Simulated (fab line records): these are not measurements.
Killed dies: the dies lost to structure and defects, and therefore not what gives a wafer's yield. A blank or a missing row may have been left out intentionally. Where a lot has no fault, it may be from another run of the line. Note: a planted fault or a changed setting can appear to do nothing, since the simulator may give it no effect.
Matching of chambers ; flow nand-harc ; rie-diel-11 running NHARC_A_STAIRCASE_DESCUM_219: 4 sister chambers
The step chemistry O2, time 3 s. 4 wafers are shown with their chamber, then 7 later ones without.

== EACH WAFER AND ITS CHAMBER ==
wafer;chamber;showerhead-plenum-p-Torr (Torr)
L074.3;3;1.79
L083.6;1;1.92
L084.3;0;1.84
L084.4;2;1.95

== WAFERS MISSING THEIR CHAMBER ==
wafer;showerhead-plenum-p-Torr (Torr)
L084.6;1.95
L087.2;1.84
L087.3;1.78
L087.5;1.92
L090.2;1.91
L090.4;1.78
L090.5;1.83

== CHAMBER TAKEN BY EACH ==
wafer;from the rows above;in truth
L084.6;2;2
L087.2;0;0
L087.3;3;3
L087.5;1;1
L090.2;1;1
L090.4;3;3
L090.5;0;0
Placed correctly: 7 of 7. Number that these rows cannot place: 0. Number placed wrongly: 0.
How it was worked out, from the rows above alone: a wafer's distance from a chamber is the root of the sum, over the readings, of the square of ((its reading less the chamber's mean) divided by the reading's scatter). If the next closest chamber is less than 2 further off than the closest, the wafer can't be placed; otherwise it belongs to the closest. For every chamber, the mean is computed from those of its wafers that are shown. The scatter: root of mean squared gap, hidden wafer to nearest shown wafer, with one shown wafer a chamber.
